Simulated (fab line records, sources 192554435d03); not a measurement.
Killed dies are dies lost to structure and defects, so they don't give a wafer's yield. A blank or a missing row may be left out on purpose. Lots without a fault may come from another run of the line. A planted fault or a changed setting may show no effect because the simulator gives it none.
fab line records | flow n5_finfet | part 1 of 2: steps 1 to 23 of 32
record lots=5 wafers=15 last_day=16
route steps=1938 shown MIM_BOT_LITHO@1856 MIM_BOT_ETCH@1866 PASS1_CAP@1873 TV_LITHO@1875 TV_OPEN@1887
lots that met no fault: from a run of the same line without faults
start_h: hours from the record's first day to the start of the lot's first wafer shown | wait_h: hours since the lot's step before | " the same as in the row above | L1.1+2: a row that stands for several wafers | - no value, or no start given | * or withheld: withheld | < > ~ a bound
route shown NAME@n: a module of which the file shows steps, and the number in the route of the first | usual: mean/standard deviation of fault-free wafers | same: alike in all rows | chamber/n: place in a boat | sites: the reading at each site | _std_site: their standard deviation | _edge_site: outer sites' mean less inner sites' | radius_mm: how far each site lies from the wafer's centre | mask NAME#n: copy n | behind: the tool/chamber that last shaped the wafer | hold: why the lot was held/for how many hours/how that ended | device: the transistor (n, p or np) that didn't switch | end of line: the same wafers' tests at the end of the route | a step without rows: its recipe alone | killed: dies lost to structure and defects at the first sort, not the wafer's yield | map: a wafer's dies, x killed, . not, _ none there
set.NAME: the setting as run; set.NAME@STEP: as run at that earlier step | model.NAME: the simulator's own value behind a step, which no gauge read
lots at some steps of the route; a table a step, a row a wafer
services: from which hour (start_h, from the record's first day; less than 0 if before it) a tool's chamber was out of use, for how many hours, and why
## steps
# step N5_MIM_BOT_LITHO_EBR_04
# recipe solvent=PGMEA ebr_width_mm=1.5
# columns lot.wafer tool chamber start_h wait_h
L074.4+5+6 litho_track-04 0 - -
L086.1+5+6 litho_track-01 0 - -
L087.1+2+3 litho_track-01 0 - -
L092.3+5+6 litho_track-01 0 - -
L093.2+5+6 litho_track-01 0 - -
# step N5_MIM_BOT_LITHO_SOFTBAKE_03
# recipe temp_c=100 time_s=90
# columns lot.wafer tool chamber start_h wait_h
L074.4+5+6 litho_track-04 0 - -
L086.1+5+6 litho_track-01 0 - -
L087.1+2+3 litho_track-01 0 - -
L092.3+5+6 litho_track-01 0 - -
L093.2+5+6 litho_track-01 0 - -
# step N5_MIM_BOT_LITHO_EXPOSE_05
# recipe mask_id=MIM_BOT na=0.55 source_shape=conventional sigma_outer=0.8 polarization=unpolarized dose_mj=24.25
# usual focus_offset_nm=0.0/0.52
# same na=0.55
# columns lot.wafer tool chamber start_h wait_h mask focus_offset_nm
L074.4 krf_scanner-02 0 251.80 - MIM_BOT#0 0.1
L074.5 " 0 " " MIM_BOT#0 -0.3
L074.6 " 0 " " MIM_BOT#0 0.2
L086.1 krf_scanner-02 0 317.89 - MIM_BOT#0 0.1
L086.5 " 0 " " MIM_BOT#0 -0.2
L086.6 " 0 " " MIM_BOT#0 -0.4
L087.1 krf_scanner-02 0 330.49 - MIM_BOT#0 -0.3
L087.2 " 0 " " MIM_BOT#0 0.0
L087.3 " 0 " " MIM_BOT#0 0.4
L092.3 krf_scanner-02 0 367.88 - MIM_BOT#0 0.2
L092.5 " 0 " " MIM_BOT#0 -0.2
L092.6 " 0 " " MIM_BOT#0 0.0
L093.2 krf_scanner-01 0 368.35 - MIM_BOT#0 0.8
L093.5 " 0 " " MIM_BOT#0 0.4
L093.6 " 0 " " MIM_BOT#0 0.6
# step N5_MIM_BOT_LITHO_PEB_06
# recipe peb_temp_c=withheld peb_time_s=*
# columns lot.wafer tool chamber start_h wait_h
L074.4+5+6 litho_track-04 0 251.84 0.0
L086.1+5+6 litho_track-04 0 317.95 0.1
L087.1+2+3 litho_track-03 0 330.55 0.1
L092.3+5+6 litho_track-03 0 367.93 0.0
L093.2+5+6 litho_track-01 0 368.40 0.0
# step N5_MIM_BOT_LITHO_DEVELOP_07
# recipe develop_time_s=60 rinse_liquid=diw dry=air_spin dev_temp_c=21
# same develop_time_s=60
# columns lot.wafer tool chamber start_h wait_h
L074.4+5+6 litho_track-04 0 - -
L086.1+5+6 litho_track-04 0 - -
L087.1+2+3 litho_track-03 0 - -
L092.3+5+6 litho_track-03 0 - -
L093.2+5+6 litho_track-01 0 - -
# step N5_MIM_BOT_LITHO_HARDBAKE_09
# recipe temp_c=130 time_s=120
# columns lot.wafer tool chamber start_h wait_h
L074.4+5+6 litho_track-04 0 - -
L086.1+5+6 litho_track-04 0 - -
L087.1+2+3 litho_track-03 0 - -
L092.3+5+6 litho_track-03 0 - -
L093.2+5+6 litho_track-01 0 - -
# step N5_MIM_BOT_LITHO_CD_MEAS_08
# recipe target_cd_nm=3000 landing_energy_ev=500 detector=se_inlens polarity=opening
# usual cd_nm=3001.4/2.1
# same landing_energy_ev=500
# columns lot.wafer tool chamber start_h wait_h cd_nm
L074.4 cd_sem-03 0 251.96 - 3003.4
L074.5 " 0 " " 3002.2
L074.6 " 0 " " 3000.1
L086.1 cd_sem-03 0 318.07 - 3002.6
L086.5 " 0 " " 3002.6
L086.6 " 0 " " 3000.8
L087.1 cd_sem-03 0 330.67 - 3000.4
L087.2 " 0 " " 3004.2
L087.3 " 0 " " 2999.8
L092.3 cd_sem-03 0 368.05 - 2999.8
L092.5 " 0 " " 2997.0
L092.6 " 0 " " 3001.5
L093.2 cd_sem-03 0 368.52 - 3003.3
L093.5 " 0 " " 3001.9
L093.6 " 0 " " 3002.4
# step N5_MIM_BOT_LITHO_OVL_MEAS_11
# recipe points_per_wafer=44
# usual MIM_BOT_OVL=6/6.5
# columns lot.wafer tool chamber start_h wait_h MIM_BOT_OVL[nm]
L074.4 overlay-02 0 251.99 0.0 8
L074.5 " 0 " " -1
L074.6 " 0 " " -1
L086.1 overlay-01 0 318.10 0.0 -1
L086.5 " 0 " " 3
L086.6 " 0 " " 12
L087.1 overlay-01 0 330.70 0.0 19
L087.2 " 0 " " 6
L087.3 " 0 " " 9
L092.3 overlay-02 0 368.08 0.0 -5
L092.5 " 0 " " -9
L092.6 " 0 " " -3
L093.2 overlay-01 0 368.55 0.0 6
L093.5 " 0 " " -4
L093.6 " 0 " " -2
# step N5_MIM_BOT_LITHO_INSPECT_12
# recipe mode=adi inspect_instrument=macro
# usual raw_defect_count=2.2/1.5
# columns lot.wafer tool chamber start_h wait_h raw_defect_count
L074.4 defect_inspect-02 - 252.01 0.0 2
L074.5 " - " " 2
L074.6 " - " " 2
L086.1 defect_inspect-01 - 318.12 0.0 2
L086.5 " - " " 2
L086.6 " - " " 4
L087.1 defect_inspect-02 - 330.72 0.0 1
L087.2 " - " " 5
L087.3 " - " " 2
L092.3 defect_inspect-01 - 368.10 0.0 3
L092.5 " - " " 2
L092.6 " - " " 1
L093.2 defect_inspect-01 - 368.58 0.0 2
L093.5 " - " " 3
L093.6 " - " " 6
# step N5_MIM_BOT_LITHO_DESCUM_10
# recipe chemistry=O2 time_s=7.9 source_power_w=50 bias_power_w=20 pressure_mtorr=20 rf_frequency_hz=2.712e+07 temp_c=40 o2_flow_sccm=225
# usual drypump_motor_current_A=5.9/0.39 oes_product_au=0.83/0.074 rf_fwd_power_W=49.71/0.16 rf_vpp_V=243.3/1.1 showerhead_plenum_p_Torr=2.10/0.044 throttle_valve_pct=20.44/0.28
# columns lot.wafer tool chamber start_h wait_h drypump_motor_current_A oes_product_au rf_fwd_power_W rf_hours_counter_h rf_vpp_V showerhead_plenum_p_Torr throttle_valve_pct
L074.4 rie_diel-02 1 252.18 0.2 6.3 0.83 49.72 - 244.6 2.13 20.56
L074.5 " 3 " " 5.6 0.69 49.61 - 243.9 2.13 20.43
L074.6 " 0 " " 5.9 0.74 49.35 - 242.1 2.09 20.73
L086.1 rie_diel-02 2 318.15 0.0 6.0 0.77 49.59 139 242.5 2.11 20.25
L086.5 " 2 " " 6.0 0.76 49.71 - 243.6 2.11 20.23
L086.6 " 3 " " 5.6 0.95 49.63 - 243.7 2.12 20.06
L087.1 rie_diel-02 1 330.76 0.0 6.3 0.81 49.70 94 242.7 2.12 20.63
L087.2 " 0 " " 5.9 0.72 49.85 221 243.5 2.08 20.77
L087.3 " 2 " " 6.0 0.76 49.73 144 242.3 2.11 20.26
L092.3 rie_diel-02 1 368.19 0.1 6.3 0.79 49.97 104 244.0 2.12 20.64
L092.5 " 2 " " 6.0 0.75 49.80 - 243.1 2.10 20.29
L092.6 " 1 " " 6.3 0.79 49.98 - 243.5 2.12 20.64
L093.2 rie_diel-02 1 368.62 0.0 6.3 0.79 49.70 104 244.1 2.12 20.65
L093.5 " 0 " " 5.9 0.70 49.59 - 242.8 2.07 20.79
L093.6 " 3 " " 5.6 0.90 49.57 - 242.5 2.12 20.10
# step N5_MIM_BOT_ETCH_ETCH_04
# recipe chemistry=CF4/O2 target=SiNx target_depth_a=260 time_s=13 ion_energy_ev=100 pressure_mtorr=40 source_w=535 bias_w=49 Ar_flow_sccm=100 cf4_flow_sccm=100 O2_flow_sccm=10
# usual drypump_motor_current_A=5.9/0.39 mfc_ar_sccm=100.0/0.33 oes_product_au=0.82/0.072 rf_fwd_power_W=531.8/1.9 rf_vpp_V=240/4.2 showerhead_plenum_p_Torr=2.21/0.044 throttle_valve_pct=15.97/0.23
# columns lot.wafer tool chamber start_h wait_h drypump_motor_current_A mfc_ar_sccm oes_product_au rf_fwd_power_W rf_hours_counter_h rf_vpp_V showerhead_plenum_p_Torr throttle_valve_pct
L074.4 rie_diel-02 1 252.25 0.0 6.3 100.2 0.82 534.0 - 238 2.24 16.09
L074.5 " 3 " " 5.6 100.5 0.70 532.2 - 247 2.26 16.18
L074.6 " 0 " " 5.9 100.3 0.73 530.5 - 238 2.18 16.15
L086.1 rie_diel-02 2 318.22 0.0 6.0 99.7 0.75 532.4 139 237 2.22 15.87
L086.5 " 2 " " 6.0 99.9 0.76 536.0 - 236 2.22 15.86
L086.6 " 3 " " 5.6 99.8 0.96 530.6 - 247 2.26 15.74
L087.1 rie_diel-02 1 330.82 0.0 6.3 99.7 0.79 531.3 94 238 2.23 16.15
L087.2 " 0 " " 5.9 99.8 0.71 531.5 221 241 2.16 16.20
L087.3 " 2 " " 6.0 100.4 0.75 531.5 144 236 2.22 15.86
L092.3 rie_diel-02 1 368.26 0.0 6.3 100.2 0.77 532.6 104 237 2.23 16.16
L092.5 " 2 " " 6.0 99.7 0.73 529.9 - 236 2.21 15.88
L092.6 " 1 " " 6.3 100.3 0.77 530.5 - 236 2.23 16.16
L093.2 rie_diel-02 1 368.69 0.0 6.3 100.4 0.79 535.1 104 238 2.23 16.15
L093.5 " 0 " " 5.9 99.7 0.71 530.1 - 239 2.16 16.23
L093.6 " 3 " " 5.6 99.8 0.91 533.7 - 246 2.25 15.76
# step N5_MIM_BOT_ETCH_ETCH_03
# recipe chemistry=Cl2/BCl3 target_depth_a=120 pressure_mtorr=8 icp_w=800 bias_w=100 Cl2_flow_sccm=20 bcl3_flow_sccm=80
# usual drypump_motor_current_A=5.47/0.25 he_backside_leak_sccm=3.37/0.25 oes_product_au=0.79/0.08 rf_fwd_power_W=795.4/2.6 throttle_valve_pct=27.79/0.26
# columns lot.wafer tool chamber start_h wait_h drypump_motor_current_A he_backside_leak_sccm oes_product_au rf_fwd_power_W rf_hours_counter_h throttle_valve_pct
L074.4 rie_metal-03 1 252.34 0.1 5.85 3.72 0.90 794.5 - 27.95
L074.5 " 0 " " 5.45 3.26 0.80 793.9 - 27.68
L074.6 " 1 " " 5.85 3.64 0.91 795.6 - 27.97
L086.1 rie_metal-02 0 318.31 0.1 5.64 3.02 0.73 799.1 54 27.81
L086.5 " 1 " " 5.07 3.55 0.88 794.6 - 27.94
L086.6 " 0 " " 5.64 3.28 0.72 799.8 - 27.82
L087.1 rie_metal-01 0 330.91 0.1 5.45 3.41 0.65 798.5 101 28.11
L087.2 " 1 " " 5.34 3.29 0.78 795.3 31 27.28
L087.3 " 0 " " 5.46 3.33 0.65 798.0 - 28.15
L092.3 rie_metal-01 1 368.38 0.1 5.37 3.06 0.77 797.2 - 27.28
L092.5 " 1 " " 5.33 3.15 0.77 794.6 - 27.28
L092.6 " 0 " " 5.49 3.39 0.64 801.4 - 28.14
L093.2 rie_metal-03 0 368.78 0.1 5.47 3.33 0.76 796.6 49 27.72
L093.5 " 1 " " 5.85 3.70 0.85 795.5 - 27.98
L093.6 " 0 " " 5.46 3.07 0.76 797.2 - 27.71
# step N5_MIM_BOT_ETCH_ETCH_00
# recipe chemistry=Cl2/BCl3 target=TiN target_depth_a=455 ion_energy_ev=150 pressure_mtorr=10 icp_w=1000 bias_w=126 Cl2_flow_sccm=53.25 bcl3_flow_sccm=21.75 Ar_flow_sccm=25
# usual drypump_motor_current_A=5.47/0.25 he_backside_leak_sccm=3.4/0.36 mfc_ar_sccm=24.99/0.081 oes_product_au=0.79/0.078 rf_fwd_power_W=995.1/2.8 throttle_valve_pct=22.13/0.21
# columns lot.wafer tool chamber start_h wait_h drypump_motor_current_A he_backside_leak_sccm mfc_ar_sccm oes_product_au rf_fwd_power_W rf_hours_counter_h throttle_valve_pct
L074.4 rie_metal-03 1 252.44 0.1 5.84 3.7 25.05 0.90 997.0 - 22.17
L074.5 " 0 " " 5.43 3.2 24.92 0.80 993.8 - 22.02
L074.6 " 1 " " 5.85 3.6 25.06 0.90 995.0 - 22.17
L086.1 rie_metal-02 0 318.40 0.1 5.61 3.2 24.98 0.72 998.2 54 22.19
L086.5 " 1 " " 5.07 3.5 24.95 0.88 991.7 - 22.28
L086.6 " 0 " " 5.62 3.3 24.89 0.73 995.7 - 22.17
L087.1 rie_metal-01 0 331.00 0.1 5.44 5.1 25.06 0.65 996.6 101 22.47
L087.2 " 1 " " 5.37 3.1 24.88 0.79 994.4 31 21.73
L087.3 " 0 " " 5.44 3.4 25.04 0.66 998.6 - 22.45
L092.3 rie_metal-01 1 368.48 0.1 5.34 3.1 24.93 0.78 995.3 - 21.73
L092.5 " 1 " " 5.32 3.0 24.98 0.78 993.2 - 21.73
L092.6 " 0 " " 5.42 3.3 25.06 0.65 995.4 - 22.44
L093.2 rie_metal-03 0 368.87 0.1 5.46 3.0 25.09 0.75 992.2 49 22.05
L093.5 " 1 " " 5.84 3.6 25.01 0.85 996.0 - 22.22
L093.6 " 0 " " 5.46 3.2 25.07 0.75 996.0 - 22.07
# step N5_MIM_BOT_ETCH_STRIP_01
# recipe chemistry=O2 power_w=600 temp_c=60 pressure_mtorr=30 rf_frequency_hz=6e+07 bias_power_w=0 overash_fraction=0.5 o2_flow_sccm=225
# usual drypump_motor_current_A=5.9/0.4 oes_product_au=0.83/0.071 rf_vpp_V=3.7/1.3 showerhead_plenum_p_Torr=2.11/0.053 throttle_valve_pct=16.68/0.28
# columns lot.wafer tool chamber start_h wait_h drypump_motor_current_A oes_product_au rf_hours_counter_h rf_vpp_V showerhead_plenum_p_Torr throttle_valve_pct
L074.4 rie_diel-02 0 252.59 0.1 5.9 0.74 - 3.2 2.09 16.97
L074.5 " 1 " " 6.3 0.83 - 3.1 2.14 16.76
L074.6 " 3 " " 5.6 0.70 - 7.8 2.13 16.72
L086.1 rie_diel-01 3 318.61 0.2 5.6 0.76 176 4.5 2.10 17.17
L086.5 " 2 " " 6.5 0.86 - 2.2 2.11 16.36
L086.6 " 1 " " 5.8 0.88 - 5.3 2.13 16.61
L087.1 rie_diel-01 1 331.14 0.1 5.8 0.86 73 5.5 2.13 16.65
L087.2 " 3 " " 5.6 0.74 180 2.4 2.10 17.13
L087.3 " 2 " " 6.4 0.87 61 3.4 2.11 16.40
L092.3 rie_diel-04 0 368.58 0.1 5.8 0.82 92 1.8 2.11 16.25
L092.5 " 1 " " 6.6 0.76 - 4.1 2.01 16.71
L092.6 " 0 " " 5.8 0.82 - 5.2 2.11 16.26
L093.2 rie_diel-04 3 369.01 0.1 5.2 0.84 45 3.5 2.03 16.78
L093.5 " 3 " " 5.2 0.86 - 4.5 2.04 16.75
L093.6 " 0 " " 5.9 0.80 - 3.9 2.11 16.27
# step N5_MIM_BOT_ETCH_STRIP_02
# recipe chemistry=post_etch_residue_remover time_s=1200 temp_c=72.5
# columns lot.wafer tool chamber start_h wait_h
L074.4+5+6 wet_bench-06 4,0,3 252.64 -
L086.1+5+6 wet_bench-06 6,4,5 318.68 -
L087.1+2+3 wet_bench-02 5,1,2 331.21 -
L092.3+5+6 wet_bench-06 0,6,7 368.65 -
L093.2+5+6 wet_bench-03 4,5,3 369.07 -
# step N5_MIM_BOT_ETCH_CLEAN_05
# recipe chemistry=IPA time_s=180 temp_c=25
# columns lot.wafer tool chamber start_h wait_h
L074.4+5+6 wet_bench-06 4,0,3 252.97 0.0
L086.1+5+6 wet_bench-06 6,4,5 319.04 0.0
L087.1+2+3 wet_bench-02 5,1,2 331.54 0.0
L092.3+5+6 wet_bench-06 0,6,7 368.99 0.0
L093.2+5+6 wet_bench-03 4,5,3 369.44 0.0
# step N5_MIM_BOT_ETCH_SRD_06
# recipe dry=ipa_marangoni time_s=30 temp_c=23 rinse_liquid=diw
# columns lot.wafer tool chamber start_h wait_h
L074.4+5+6 wet_bench-06 4,0,3 253.03 0.0
L086.1+5+6 wet_bench-06 6,4,5 319.10 0.0
L087.1+2+3 wet_bench-02 5,1,2 331.60 0.0
L092.3+5+6 wet_bench-06 0,6,7 369.04 0.0
L093.2+5+6 wet_bench-03 4,5,3 369.49 0.0
# step N5_PASSIVATION_PECVD_55
# recipe material=SiO2 target_thk_a=4000 temp_c=400 precursor=SiH4/N2O pressure_torr=2.7 rf_w=608 time_s=22.5
# usual heater_power_outer_w=377/39 heater_power_w=670/65 rf_fwd_power_W=601.4/3 showerhead_plenum_p_Torr=8.15/0.082 throttle_valve_pct=50.9/2.6
# columns lot.wafer tool chamber start_h wait_h heater_power_outer_w heater_power_w rf_fwd_power_W showerhead_plenum_p_Torr throttle_valve_pct
L074.4 pecvd-01 1 253.09 0.0 292 590 603.2 8.21 51.1
L074.5 " 2 " " 435 798 603.8 8.17 48.6
L074.6 " 0 " " 395 654 603.9 8.08 49.7
L086.1 pecvd-01 1 319.15 0.0 373 686 605.9 8.22 51.3
L086.5 " 0 " " 324 563 602.9 8.07 49.7
L086.6 " 1 " " 392 702 604.9 8.22 51.4
L087.1 pecvd-01 1 331.64 0.0 329 639 603.3 8.22 51.2
L087.2 " 2 " " 374 720 600.3 8.19 49.0
L087.3 " 0 " " 333 579 599.6 8.07 49.9
L092.3 pecvd-04 0 369.08 0.0 379 650 601.5 8.09 56.9
L092.5 " 0 " " 396 651 601.9 8.10 57.2
L092.6 " 2 " " 392 686 601.9 8.10 47.3
L093.2 pecvd-04 1 369.54 0.0 326 605 597.4 8.12 51.5
L093.5 " 0 " " 413 675 599.8 8.09 57.1
L093.6 " 2 " " 382 663 599.7 8.10 47.3
# step N5_PASSIVATION_PECVD_01
# recipe material=SiNx target_thk_a=2000 temp_c=400 precursor=SiH4/NH3/N2 pressure_torr=4.9 rf_w=1406 time_s=43.2
# usual heater_power_outer_w=173/40 heater_power_w=398/66 rf_fwd_power_W=1395/5.7 showerhead_plenum_p_Torr=8.66/0.056 throttle_valve_pct=28.8/1.4
# columns lot.wafer tool chamber start_h wait_h heater_power_outer_w heater_power_w rf_fwd_power_W showerhead_plenum_p_Torr throttle_valve_pct
L074.4 pecvd-01 1 253.13 0.0 183 429 1397 8.70 29.1
L074.5 " 2 " " 167 431 1394 8.70 27.5
L074.6 " 0 " " 184 363 1395 8.63 28.1
L086.1 pecvd-01 1 319.18 0.0 181 428 1404 8.68 28.9
L086.5 " 0 " " 125 287 1399 8.62 28.1
L086.6 " 1 " " 189 435 1399 8.71 29.2
L087.1 pecvd-01 1 331.68 0.0 129 363 1403 8.70 28.9
L087.2 " 2 " " 241 517 1396 8.68 27.7
L087.3 " 0 " " 154 331 1401 8.62 28.3
L092.3 pecvd-04 0 369.12 0.0 159 359 1401 8.65 32.0
L092.5 " 0 " " 162 365 1393 8.63 32.2
L092.6 " 2 " " 80 269 1393 8.61 26.7
L093.2 pecvd-04 1 369.58 0.0 157 353 1393 8.63 29.2
L093.5 " 0 " " 203 415 1402 8.64 32.3
L093.6 " 2 " " 127 327 1388 8.64 26.9
# step N5_PASSIVATION_HMDS_03
# recipe time_s=60 temp_c=120
# columns lot.wafer tool chamber start_h wait_h
L074.4+5+6 litho_track-02 0 253.18 0.0
L086.1+5+6 litho_track-02 0 319.26 0.1
L087.1+2+3 litho_track-02 0 333.53 1.8
L092.3+5+6 litho_track-03 0 371.36 2.2
L093.2+5+6 litho_track-02 0 371.37 1.8
# step N5_PASSIVATION_COAT_04
# recipe spin_rpm=* resist_thk_nm=*
# usual dispense_pressure_kPa=53.6/2.1
# columns lot.wafer tool chamber start_h wait_h dispense_pressure_kPa
L074.4 litho_track-02 0 - - 54.8
L074.5 " 0 " " 54.7
L074.6 " 0 " " 54.8
L086.1 litho_track-02 0 - - 54.8
L086.5 " 0 " " 54.8
L086.6 " 0 " " 54.8
L087.1 litho_track-02 0 - - 54.7
L087.2 " 0 " " 54.8
L087.3 " 0 " " 54.8
L092.3 litho_track-03 0 - - 54.2
L092.5 " 0 " " 54.2
L092.6 " 0 " " 54.2
L093.2 litho_track-02 0 - - 54.8
L093.5 " 0 " " 54.8
L093.6 " 0 " " 54.8
# step N5_PASSIVATION_EBR_06
# recipe solvent=PGMEA ebr_width_mm=1.5
# columns lot.wafer tool chamber start_h wait_h
L074.4+5+6 litho_track-02 0 - -
L086.1+5+6 litho_track-02 0 - -
L087.1+2+3 litho_track-02 0 - -
L092.3+5+6 litho_track-03 0 - -
L093.2+5+6 litho_track-02 0 - -
# step N5_PASSIVATION_SOFTBAKE_05
# recipe temp_c=100 time_s=90
# columns lot.wafer tool chamber start_h wait_h
L074.4+5+6 litho_track-02 0 - -
L086.1+5+6 litho_track-02 0 - -
L087.1+2+3 litho_track-02 0 - -
L092.3+5+6 litho_track-03 0 - -
L093.2+5+6 litho_track-02 0 - -
